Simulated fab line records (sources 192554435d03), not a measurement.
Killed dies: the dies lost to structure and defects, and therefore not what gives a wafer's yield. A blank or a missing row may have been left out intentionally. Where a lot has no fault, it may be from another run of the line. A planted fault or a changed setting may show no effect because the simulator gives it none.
fab line records -- flow n5-finfet
record: lots: 7, wafers: 21
route steps=1938 shown ZERO_LAYER@4 WELL_APT@25 FIN_SAQP@147 FIN_CUT@155 DUMMY_GATE@228 SD_EPI_N@267
start-h: hours from the record's opening day to when the first of the lot's shown wafers began -- wait-h: hours elapsed since this lot's preceding step -- " identical to the entry in the row above -- L1.1+2: a single row standing in for several wafers -- - no value, or no start was given -- * or withheld: withheld -- < > ~ a bound
route shown NAME@n: NAME is a module with steps in the file, n the number in the route of the first one -- usual: the fault-free wafers' mean and standard deviation -- same: alike in all rows -- chamber/n: place in a boat -- sites: readings site by site -- _std_site: the standard deviation of these -- _edge_site: mean of outer sites minus mean of inner sites -- radius-mm: how far each site lies from the wafer's centre -- mask NAME#n: copy n -- behind: the last tool/chamber to shape the wafer -- hold: why the lot was held/for how many hours/how that ended -- device: names the non-switching transistor (n, p or np) -- end of line: the route-end tests of the same wafers -- for a step that has no rows: nothing shown but its recipe -- killed: the dies lost at the first sort to structure and to defects; this is not the yield of the wafer -- map: shows each die of a wafer: x if killed, . if not, _ if none is there
set.NAME: the setting the step ran with; set.NAME@STEP: the setting that earlier step ran with -- model.NAME: the simulator's own value behind a step, which no gauge read
lots whose settings were changed on purpose; a table a step, a row a wafer
== steps ==
step: N5_ZERO_LAYER_PECVD_02
recipe: material: SiO2, target-thk-a: 100, temp-c: 400, precursor: SiH4/N2O, pressure-torr: 0.75, rf-w: 275, time-s: 6
lot.wafer,tool,chamber,start-h,wait-h,set.time-s,model.SiO2_of_ZERO_LAYER_PECVD_02.thk-nm
L075.1,pecvd-03,1,18.28,0.0,6.522,10.79
L075.2,pecvd-03,2,18.28,0.0,6.522,10.66
L075.3,pecvd-03,0,18.28,0.0,6.522,10.89
L076.2,pecvd-03,2,24.29,0.0,6,9.928
L076.3,pecvd-03,0,24.29,0.0,6,10.08
L076.6,pecvd-03,1,24.29,0.0,6,10.32
L077.1,pecvd-02,0,30.28,0.0,6.611,10.97
L077.5,pecvd-02,2,30.28,0.0,6,9.948
L077.6,pecvd-02,0,30.28,0.0,6.611,10.96
L080.1,pecvd-01,1,48.28,0.0,6,9.811
L080.3,pecvd-01,0,48.28,0.0,6,10.36
L080.6,pecvd-01,1,48.28,0.0,6,10.07
L081.4,pecvd-03,1,54.31,0.1,6.298,10.65
L081.5,pecvd-03,2,54.31,0.1,6,9.92
L081.6,pecvd-03,0,54.31,0.1,6,9.925
L084.1,pecvd-03,2,72.29,0.0,6,9.704
L084.5,pecvd-03,1,72.29,0.0,6.412,10.86
L084.6,pecvd-03,2,72.29,0.0,6.412,10.56
L092.2,pecvd-03,2,120.47,0.0,6,9.992
L092.3,pecvd-03,1,120.47,0.0,5.558,9.366
L092.4,pecvd-03,1,120.47,0.0,5.558,9.544
step: N5_ZERO_LAYER_COAT_05
recipe: spin-rpm: 1500, resist-thk-nm: 1000
lot.wafer,tool,chamber,start-h,wait-h,set.spin-rpm,model.coat_of_ZERO_LAYER_COAT_05.thk-nm
L075.1+2,litho-track-01,0,-,-,1500,1006
L075.3,litho-track-01,0,-,-,1500,1004
L076.2,litho-track-05,0,-,-,1500,1002
L076.3,litho-track-05,0,-,-,1500,1000
L076.6,litho-track-05,0,-,-,1500,1001
L077.1,litho-track-05,0,-,-,1500,1007
L077.5,litho-track-05,0,-,-,1384,1050
L077.6,litho-track-05,0,-,-,1384,1046
L080.1,litho-track-05,0,-,-,1500,996.8
L080.3,litho-track-05,0,-,-,1500,997.3
L080.6,litho-track-05,0,-,-,1500,1002
L081.4,litho-track-04,0,-,-,1372,1051
L081.5,litho-track-04,0,-,-,1500,1006
L081.6,litho-track-04,0,-,-,1372,1052
L084.1,litho-track-01,0,-,-,1500,999.9
L084.5,litho-track-01,0,-,-,1500,999.7
L084.6,litho-track-01,0,-,-,1500,999
L092.2,litho-track-05,0,-,-,1500,992.1
L092.3,litho-track-05,0,-,-,1500,997.3
L092.4,litho-track-05,0,-,-,1500,998.6
step: N5_ZERO_LAYER_ETCH_18
recipe: chemistry: HBr/Cl2, target: Si, target-depth-a: 1200, time-s: 40, pressure-mtorr: 10, icp-w: 800, bias-w: 75, HBr_flow_sccm: 150, Cl2_flow_sccm: 80
lot.wafer,tool,chamber,start-h,wait-h,set.icp-w,set.spin-rpm@ZERO_LAYER_COAT_05,model.coat_of_ZERO_LAYER_COAT_05.thk-nm,model.etch.depth-nm,model.ZERO_LAYER.feature-depth-nm
L075.1,rie-si-06,2,18.91,0.0,800,1500,935.2,122.1,122.1
L075.2,rie-si-06,0,18.91,0.0,705.2,1500,938.2,114.2,114.2
L075.3,rie-si-06,1,18.91,0.0,800,1500,934.5,120.1,120.1
L076.2,rie-si-01,2,24.92,0.0,800,1500,932.2,122.3,122.3
L076.3,rie-si-01,3,24.92,0.0,800,1500,929.4,121.5,121.5
L076.6,rie-si-01,0,24.92,0.0,800,1500,930.7,121.5,121.5
L077.1,rie-si-01,3,30.94,0.0,800,1500,936.7,122.3,122.3
L077.5,rie-si-01,1,30.94,0.0,871.3,1384,979.2,124.7,124.7
L077.6,rie-si-01,0,30.94,0.0,871.3,1384,974.6,127,127
L080.1,rie-si-01,2,48.81,0.0,800,1500,926.4,121.3,121.3
L080.3,rie-si-01,3,48.81,0.0,800,1500,927.4,120.8,120.8
L080.6,rie-si-01,0,48.81,0.0,800,1500,931.5,121.4,121.4
L081.4,rie-si-06,0,54.79,0.0,800,1372,981.2,123.1,123.1
L081.5,rie-si-06,3,54.79,0.0,800,1500,934.9,122.7,122.7
L081.6,rie-si-06,0,54.79,0.0,914.9,1372,979.7,131.9,131.9
L084.1,rie-si-01,3,73.23,0.0,879.8,1500,929.2,126,126
L084.5,rie-si-01,2,73.23,0.0,879.8,1500,928.6,127.2,127.2
L084.6,rie-si-01,3,73.23,0.0,800,1500,928.6,121.4,121.4
L092.2,rie-si-01,2,121.10,0.0,800,1500,922.4,121.4,121.4
L092.3,rie-si-01,1,121.10,0.0,800,1500,927.5,119.2,119.2
L092.4,rie-si-01,0,121.10,0.0,800,1500,928.7,121.8,121.8
step: N5_ZERO_LAYER_STRIP_24
recipe: chemistry: O2, power-w: 1000, temp-c: 250, overash-fraction: 0.3, pressure-mtorr: 1000, o2-flow-sccm: 6750
usual: strip-time-to-endpoint-s: 43.90/0.1
lot.wafer,tool,chamber,start-h,wait-h,set.spin-rpm@ZERO_LAYER_COAT_05,strip-time-to-endpoint-s
L075.1,plasma-asher-01,0,19.02,0.1,1500,44.00
L075.2,plasma-asher-01,1,19.02,0.1,1500,44.08
L075.3,plasma-asher-01,1,19.02,0.1,1500,43.98
L076.2,plasma-asher-01,1,25.03,0.1,1500,43.89
L076.3,plasma-asher-01,0,25.03,0.1,1500,43.81
L076.6,plasma-asher-01,0,25.03,0.1,1500,43.85
L077.1,plasma-asher-02,0,31.04,0.1,1500,44.03
L077.5,plasma-asher-02,1,31.04,0.1,1384,45.30
L077.6,plasma-asher-02,0,31.04,0.1,1384,45.15
L080.1,plasma-asher-02,1,49.03,0.2,1500,43.72
L080.3,plasma-asher-02,1,49.03,0.2,1500,43.77
L080.6,plasma-asher-02,0,49.03,0.2,1500,43.90
L081.4,plasma-asher-01,0,54.92,0.1,1372,45.38
L081.5,plasma-asher-01,1,54.92,0.1,1500,43.98
L081.6,plasma-asher-01,0,54.92,0.1,1372,45.32
L084.1,plasma-asher-02,1,73.34,0.1,1500,43.80
L084.5,plasma-asher-02,1,73.34,0.1,1500,43.78
L084.6,plasma-asher-02,0,73.34,0.1,1500,43.80
L092.2,plasma-asher-01,0,121.21,0.1,1500,43.60
L092.3,plasma-asher-01,1,121.21,0.1,1500,43.77
L092.4,plasma-asher-01,0,121.21,0.1,1500,43.82
step: N5_WELL_APT_PEB_06
recipe: peb-temp-c: 130, peb-time-s: 90
lot.wafer,tool,chamber,start-h,wait-h,set.peb-temp-c
L075.1+2,litho-track-02,0,19.69,0.1,130
L075.3,litho-track-02,0,19.69,0.1,133.7
L076.2+3+6,litho-track-01,0,25.71,0.0,130
L077.1+5,litho-track-03,0,31.59,0.1,130
L077.6,litho-track-03,0,31.59,0.1,127.3
L080.1+3+6,litho-track-03,0,49.58,0.1,130
L081.4+5,litho-track-03,0,55.58,0.0,130
L081.6,litho-track-03,0,55.58,0.0,131.4
L084.1+5,litho-track-02,0,74.11,0.1,131.5
L084.6,litho-track-02,0,74.11,0.1,130
L092.2,litho-track-01,0,122.13,0.0,130
L092.3+4,litho-track-01,0,122.13,0.0,131.7
step: N5_WELL_APT_DEVELOP_07
recipe: develop-time-s: 45, rinse-liquid: surfactant-rinse, dry: air-spin, dev-temp-c: 21
step: N5_WELL_APT_HARDBAKE_12
recipe: temp-c: 130, time-s: 120
step: N5_WELL_APT_CD_MEAS_08
recipe: target-cd-nm: 200, landing-energy-ev: 500, detector: se-inlens
usual: cd-nm: 199.4/1.3
lot.wafer,tool,chamber,start-h,wait-h,set.peb-temp-c@WELL_APT_PEB_06,cd-nm
L075.1,cd-sem-01,0,19.81,-,130,197.3
L075.2,cd-sem-01,0,19.81,-,130,196.0
L075.3,cd-sem-01,0,19.81,-,133.7,211.5
L076.2,cd-sem-01,0,25.82,-,130,199.2
L076.3,cd-sem-01,0,25.82,-,130,199.1
L076.6,cd-sem-01,0,25.82,-,130,199.1
L077.1,cd-sem-02,0,31.70,-,130,202.0
L077.5,cd-sem-02,0,31.70,-,130,201.4
L077.6,cd-sem-02,0,31.70,-,127.3,187.8
L080.1,cd-sem-03,0,49.70,-,130,197.9
L080.3,cd-sem-03,0,49.70,-,130,200.0
L080.6,cd-sem-03,0,49.70,-,130,201.0
L081.4,cd-sem-01,0,55.69,-,130,198.3
L081.5,cd-sem-01,0,55.69,-,130,198.8
L081.6,cd-sem-01,0,55.69,-,131.4,206.1
L084.1,cd-sem-02,0,74.22,-,131.5,205.9
L084.5,cd-sem-02,0,74.22,-,131.5,204.5
L084.6,cd-sem-02,0,74.22,-,130,198.4
L092.2,cd-sem-02,0,122.25,-,130,199.6
L092.3,cd-sem-02,0,122.25,-,131.7,207.2
L092.4,cd-sem-02,0,122.25,-,131.7,206.1
step: N5_WELL_APT_DESCUM_13
recipe: chemistry: O2, time-s: 7.9, source-power-w: 50, bias-power-w: 20, pressure-mtorr: 20, rf-frequency-hz: 2.712e+07, temp-c: 40, o2-flow-sccm: 225
lot.wafer,tool,chamber,start-h,wait-h,set.peb-temp-c@WELL_APT_PEB_06,model.WELL_APT.cd-nm
L075.1,rie-diel-01,0,19.90,0.0,130,197.3
L075.2,rie-diel-01,1,19.90,0.0,130,196.4
L075.3,rie-diel-01,2,19.90,0.0,133.7,211.6
L076.2+6,rie-diel-02,"1,0",25.91,0.0,130,199.2
L076.3,rie-diel-02,2,25.91,0.0,130,199
L077.1,rie-diel-05,0,31.83,0.1,130,202.1
L077.5,rie-diel-05,1,31.83,0.1,130,201.1
L077.6,rie-diel-05,2,31.83,0.1,127.3,188.1
L080.1,rie-diel-02,3,49.79,0.0,130,198.2
L080.3,rie-diel-02,2,49.79,0.0,130,199.8
L080.6,rie-diel-02,2,49.79,0.0,130,201.2
L081.4,rie-diel-01,0,55.81,0.1,130,198.6
L081.5,rie-diel-01,2,55.81,0.1,130,199
L081.6,rie-diel-01,1,55.81,0.1,131.4,205.9
L084.1,rie-diel-01,1,74.33,0.0,131.5,206.3
L084.5,rie-diel-01,3,74.33,0.0,131.5,204.6
L084.6,rie-diel-01,2,74.33,0.0,130,198.3
L092.2,rie-diel-01,2,122.34,0.0,130,199.5
L092.3,rie-diel-01,3,122.34,0.0,131.7,207.4
L092.4,rie-diel-01,0,122.34,0.0,131.7,206.8
step: N5_FIN_SAQP_FIN_ETCH_36
recipe: chemistry: HBr/Cl2/O2, target-depth-a: 1200, mask-material: SiNx, time-s: 50.4, bias-w: 102, pressure-mtorr: 10, icp-w: 800, HBr_flow_sccm: 150, Cl2_flow_sccm: 80, O2_flow_sccm: 12
lot.wafer,tool,chamber,start-h,wait-h,set.icp-w,model.etch.depth-nm,model.FIN_SAQP.feature-depth-nm
L075.1,rie-si-06,3,31.64,0.0,903.3,126.9,127
L075.2,rie-si-06,0,31.64,0.0,800,120.6,120.6
L075.3,rie-si-06,2,31.64,0.0,903.3,127.9,127.8
L076.2,rie-si-06,3,38.12,0.0,800,120.5,120.4
L076.3,rie-si-06,1,38.12,0.0,889.1,125.5,125.6
L076.6,rie-si-06,1,38.12,0.0,800,118.9,118.8
L077.1,rie-si-01,3,44.46,0.0,800,122.2,122.2
L077.5,rie-si-01,2,44.46,0.0,800,123.4,123.4
L077.6,rie-si-01,3,44.46,0.0,800,121.7,121.6
L080.1,rie-si-03,2,66.65,0.0,800,118.9,118.8
L080.3,rie-si-03,3,66.65,0.0,800,119.6,119.6
L080.6,rie-si-03,0,66.65,0.0,800,120.1,120
L081.4+5,rie-si-06,0,69.08,0.0,800,120.4,120.4
L081.6,rie-si-06,3,69.08,0.0,800,120,120
L084.1,rie-si-01,1,86.55,0.0,859.5,123.9,123.8
L084.5,rie-si-01,3,86.55,0.0,859.5,125.4,125.4
L084.6,rie-si-01,0,86.55,0.0,859.5,125.3,125.2
L092.2,rie-si-03,2,134.99,0.0,800,117.8,117.8
L092.3,rie-si-03,3,134.99,0.0,800,120.2,120.2
L092.4,rie-si-03,0,134.99,0.0,715.7,115,115
step: N5_FIN_SAQP_PRECLEAN_38
recipe: chemistry: O3/DIW, time-s: 45, temp-c: 22, o3-ppm: 10
step: N5_FIN_SAQP_PRECLEAN_45
recipe: chemistry: dHF, time-s: 10, dilution: 500:1, temp-c: 25
step: N5_FIN_SAQP_SRD_39
recipe: dry: ipa-marangoni, time-s: 30, temp-c: 23, rinse-liquid: diw
step: N5_FIN_SAQP_OCD_MEAS_76
usual: trench-depth-nm: 120.7/1.4
lot.wafer,tool,chamber,start-h,wait-h,set.icp-w@FIN_SAQP_FIN_ETCH_36,trench-depth-nm
L075.1,ocd-02,-,31.85,0.0,903.3,126.9
L075.2,ocd-02,-,31.85,0.0,800,120.3
L075.3,ocd-02,-,31.85,0.0,903.3,127.3
L076.2,ocd-01,-,38.34,0.0,800,120.7
L076.3,ocd-01,-,38.34,0.0,889.1,125.9
L076.6,ocd-01,-,38.34,0.0,800,118.5
L077.1,ocd-02,-,44.68,0.0,800,122.2
L077.5,ocd-02,-,44.68,0.0,800,123.1
L077.6,ocd-02,-,44.68,0.0,800,121.7
L080.1,ocd-02,-,66.90,0.0,800,119.0
L080.3,ocd-02,-,66.90,0.0,800,119.8
L080.6,ocd-02,-,66.90,0.0,800,120.3
L081.4,ocd-02,-,69.33,0.0,800,119.9
L081.5,ocd-02,-,69.33,0.0,800,120.1
L081.6,ocd-02,-,69.33,0.0,800,120.0
L084.1,ocd-01,-,86.77,0.0,859.5,124.0
L084.5,ocd-01,-,86.77,0.0,859.5,125.3
L084.6,ocd-01,-,86.77,0.0,859.5,125.2
L092.2,ocd-02,-,135.21,0.0,800,117.4
L092.3,ocd-02,-,135.21,0.0,800,119.6
L092.4,ocd-02,-,135.21,0.0,715.7,114.8
step: N5_FIN_CUT_COAT_19
recipe: resist: SiARC, temp-c: 220, time-s: 60, spin-rpm: 1500, resist-thk-nm: 20
lot.wafer,tool,chamber,start-h,wait-h,set.spin-rpm,model.SiARC_of_FIN_CUT_COAT_19.thk-nm
L075.1,litho-track-04,0,-,-,1500,20
L075.2,litho-track-04,0,-,-,1388,20.8
L075.3,litho-track-04,0,-,-,1388,21
L076.2,litho-track-02,0,-,-,1570,19.6
L076.3+6,litho-track-02,0,-,-,1500,20
L077.1+6,litho-track-02,0,-,-,1592,19.4
L077.5,litho-track-02,0,-,-,1500,20
L080.1+3+6,litho-track-03,0,-,-,1500,20
L081.4,litho-track-02,0,-,-,1500,20
L081.5+6,litho-track-02,0,-,-,1500,19.8
L084.1+5+6,litho-track-04,0,-,-,1500,20
L092.2+4,litho-track-04,0,-,-,1617,19.4
L092.3,litho-track-04,0,-,-,1500,20.2
step: N5_FIN_CUT_COAT_29
recipe: resist: underlayer, temp-c: 205, time-s: 60, spin-rpm: 1500, resist-thk-nm: 10
step: N5_FIN_CUT_COAT_02
recipe: resist: CAR-EUV, spin-rpm: 1500, resist-thk-nm: 30
step: N5_FIN_CUT_DESCUM_13
recipe: chemistry: O2, time-s: 7, source-power-w: 50, bias-power-w: 20, pressure-mtorr: 20, rf-frequency-hz: 2.712e+07, temp-c: 40, resist: CAR-EUV, o2-flow-sccm: 225
step: N5_FIN_CUT_ETCH_30
recipe: chemistry: N2/H2, target: underlayer, target-depth-a: 130, mask-material: CAR-EUV, time-s: 10.4, ion-energy-ev: 200, pressure-mtorr: 30, source-w: 840, bias-w: 150, n2-flow-sccm: 200, h2-flow-sccm: 200, ends: cleared
step: N5_FIN_CUT_ETCH_20
recipe: chemistry: CF4, target: SiARC, target-depth-a: 260, mask-material: CAR-EUV, time-s: 43.3, ion-energy-ev: 80, pressure-mtorr: 40, source-w: 545, bias-w: 36, Ar_flow_sccm: 100, cf4-flow-sccm: 100, ends: cleared
lot.wafer,tool,chamber,start-h,wait-h,set.spin-rpm@FIN_CUT_COAT_19,model.etch.depth-nm
L075.1,rie-diel-03,3,32.49,0.0,1500,20.05
L075.2,rie-diel-03,2,32.49,0.0,1388,20.79
L075.3,rie-diel-03,0,32.49,0.0,1388,20.91
L076.2,rie-diel-04,0,38.85,0.0,1570,19.55
L076.3,rie-diel-04,2,38.85,0.0,1500,20.05
L076.6,rie-diel-04,2,38.85,0.0,1500,20.07
L077.1,rie-diel-06,3,45.19,0.0,1592,19.35
L077.5,rie-diel-06,3,45.19,0.0,1500,19.92
L077.6,rie-diel-06,2,45.19,0.0,1592,19.39
L080.1,rie-diel-06,0,67.60,0.0,1500,19.95
L080.3,rie-diel-06,1,67.60,0.0,1500,19.97
L080.6,rie-diel-06,1,67.60,0.0,1500,19.94
L081.4,rie-diel-06,2,69.84,0.0,1500,19.94
L081.5,rie-diel-06,3,69.84,0.0,1500,19.86
L081.6,rie-diel-06,0,69.84,0.0,1500,19.89
L084.1,rie-diel-04,0,87.41,0.0,1500,20.08
L084.5,rie-diel-04,2,87.41,0.0,1500,20.02
L084.6,rie-diel-04,1,87.41,0.0,1500,20.07
L092.2,rie-diel-06,0,135.72,0.0,1617,19.33
L092.3,rie-diel-06,3,135.72,0.0,1500,20.12
L092.4,rie-diel-06,2,135.72,0.0,1617,19.36
step: N5_DUMMY_GATE_EXPOSE_12
recipe: mask-id: GATE, na: 0.33, source-shape: annular, sigma-inner: 0.2, sigma-outer: 0.6, polarization: unpolarized, target-cd-nm: 25, dose-mj: 34
lot.wafer,tool,chamber,start-h,wait-h,mask,set.dose-mj
L075.1+2+3,euv-scanner-02,0,51.51,-,GATE#0,34
L076.2+3,euv-scanner-01,0,57.88,-,GATE#0,35.92
L076.6,euv-scanner-01,0,57.88,-,GATE#0,34
L077.1+5,euv-scanner-01,0,64.14,-,GATE#0,35.75
L077.6,euv-scanner-01,0,64.14,-,GATE#0,34
L080.1+3+6,euv-scanner-01,0,85.76,-,GATE#0,34
L081.4,euv-scanner-01,0,88.88,-,GATE#0,34.85
L081.5+6,euv-scanner-01,0,88.88,-,GATE#0,34
L084.1+6,euv-scanner-02,0,108.02,-,GATE#0,31.81
L084.5,euv-scanner-02,0,108.02,-,GATE#0,34
L092.2+4,euv-scanner-01,0,153.68,-,GATE#0,34
L092.3,euv-scanner-01,0,153.68,-,GATE#0,31.97
step: N5_DUMMY_GATE_PEB_13
recipe: peb-temp-c: 100, peb-time-s: 60, resist: CAR-EUV
step: N5_DUMMY_GATE_DEVELOP_14
recipe: develop-time-s: 30, developer: TMAH, resist: CAR-EUV, rinse-liquid: surfactant-rinse, dry: air-spin, dev-temp-c: 23
step: N5_DUMMY_GATE_CD_MEAS_15
recipe: target-cd-nm: 25.8, landing-energy-ev: 500, detector: se-inlens
usual: cd-nm: 24.94/0.21
lot.wafer,tool,chamber,start-h,wait-h,set.dose-mj@DUMMY_GATE_EXPOSE_12,cd-nm
L075.1,cd-sem-01,0,51.63,-,34,25.28
L075.2,cd-sem-01,0,51.63,-,34,24.86
L075.3,cd-sem-01,0,51.63,-,34,24.81
L076.2,cd-sem-01,0,58.01,-,35.92,23.92
L076.3,cd-sem-01,0,58.01,-,35.92,23.92
L076.6,cd-sem-01,0,58.01,-,34,24.88
L077.1,cd-sem-02,0,64.27,-,35.75,24.07
L077.5,cd-sem-02,0,64.27,-,35.75,24.05
L077.6,cd-sem-02,0,64.27,-,34,24.79
L080.1,cd-sem-03,0,85.89,-,34,25.11
L080.3,cd-sem-03,0,85.89,-,34,24.37
L080.6,cd-sem-03,0,85.89,-,34,24.58
L081.4,cd-sem-02,0,89.00,-,34.85,24.57
L081.5,cd-sem-02,0,89.00,-,34,25.34
L081.6,cd-sem-02,0,89.00,-,34,24.99
L084.1,cd-sem-03,0,108.14,-,31.81,25.83
L084.5,cd-sem-03,0,108.14,-,34,24.90
L084.6,cd-sem-03,0,108.14,-,31.81,26.08
L092.2,cd-sem-01,0,153.80,-,34,25.32
L092.3,cd-sem-01,0,153.80,-,31.97,26.31
L092.4,cd-sem-01,0,153.80,-,34,25.08
step: N5_SD_EPI_N_EXPOSE_06
recipe: mask-id: SD_N_BLK, na: 1.35, source-shape: conventional, sigma-outer: 0.8, polarization: unpolarized, target-cd-nm: 120, dose-mj: 39.75
lot.wafer,tool,chamber,start-h,wait-h,mask,set.dose-mj
L075.1+2+3,arfi-scanner-03,0,53.91,-,SD_N_BLK#0,39.75
L076.2,arfi-scanner-01,0,60.17,-,SD_N_BLK#0,39.75
L076.3+6,arfi-scanner-01,0,60.17,-,SD_N_BLK#0,38.17
L077.1,arfi-scanner-01,0,67.27,-,SD_N_BLK#0,36.95
L077.5+6,arfi-scanner-01,0,67.27,-,SD_N_BLK#0,39.75
L080.1+3+6,arfi-scanner-01,0,89.46,-,SD_N_BLK#0,39.75
L081.4+6,arfi-scanner-01,0,92.39,-,SD_N_BLK#0,38.9
L081.5,arfi-scanner-01,0,92.39,-,SD_N_BLK#0,39.75
L084.1+6,arfi-scanner-02,0,110.76,-,SD_N_BLK#0,42.72
L084.5,arfi-scanner-02,0,110.76,-,SD_N_BLK#0,39.75
L092.2,arfi-scanner-02,0,156.31,-,SD_N_BLK#0,37.3
L092.3+4,arfi-scanner-02,0,156.31,-,SD_N_BLK#0,39.75
== key ==
split: step: N5_ZERO_LAYER_PECVD_02, setting: time-s, stated: 6, by: wafer
response: step: N5_ZERO_LAYER_PECVD_02, reading: model.SiO2_of_ZERO_LAYER_PECVD_02.thk-nm, change: +0.108, per: 1%, r: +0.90
split: step: N5_ZERO_LAYER_COAT_05, setting: spin-rpm, stated: 1500, by: wafer
response: step: N5_ZERO_LAYER_COAT_05, reading: model.coat_of_ZERO_LAYER_COAT_05.thk-nm, change: -5.36, per: 1%, r: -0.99
response: step: N5_ZERO_LAYER_ETCH_18, reading: model.coat_of_ZERO_LAYER_COAT_05.thk-nm, change: -5.27, per: 1%, r: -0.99
response: step: N5_ZERO_LAYER_STRIP_24, reading: strip-time-to-endpoint-s, change: *, per: 1%, r: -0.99
split: step: N5_ZERO_LAYER_ETCH_18, setting: icp-w, stated: 800, by: wafer
response: step: N5_ZERO_LAYER_ETCH_18, reading: model.etch.depth-nm, change: +0.561, per: 1%, r: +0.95
response: step: N5_ZERO_LAYER_ETCH_18, reading: model.ZERO_LAYER.feature-depth-nm, change: +0.561, per: 1%, r: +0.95
split: step: N5_WELL_APT_PEB_06, setting: peb-temp-c, stated: 130, by: wafer
response: step: N5_WELL_APT_CD_MEAS_08, reading: cd-nm, change: +5.81, per: 1%, r: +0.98
response: step: N5_WELL_APT_DESCUM_13, reading: model.WELL_APT.cd-nm, change: +5.77, per: 1%, r: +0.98
split: step: N5_FIN_SAQP_FIN_ETCH_36, setting: icp-w, stated: 800, by: wafer
response: step: N5_FIN_SAQP_FIN_ETCH_36, reading: model.etch.depth-nm, change: +0.486, per: 1%, r: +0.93
response: step: N5_FIN_SAQP_FIN_ETCH_36, reading: model.FIN_SAQP.feature-depth-nm, change: +0.49, per: 1%, r: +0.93
response: step: N5_FIN_SAQP_OCD_MEAS_76, reading: trench-depth-nm, change: +0.492, per: 1%, r: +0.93
split: step: N5_FIN_CUT_COAT_19, setting: spin-rpm, stated: 1500, by: wafer
response: step: N5_FIN_CUT_COAT_19, reading: model.SiARC_of_FIN_CUT_COAT_19.thk-nm, change: -0.105, per: 1%, r: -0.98
response: step: N5_FIN_CUT_ETCH_20, reading: model.etch.depth-nm, change: -0.101, per: 1%, r: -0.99
split: step: N5_DUMMY_GATE_EXPOSE_12, setting: dose-mj, stated: 34, by: wafer
response: step: N5_DUMMY_GATE_CD_MEAS_15, reading: cd-nm, change: -0.17, per: 1%, r: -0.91
split: step: N5_SD_EPI_N_EXPOSE_06, setting: dose-mj, stated: 39.75, by: wafer
response none in this file
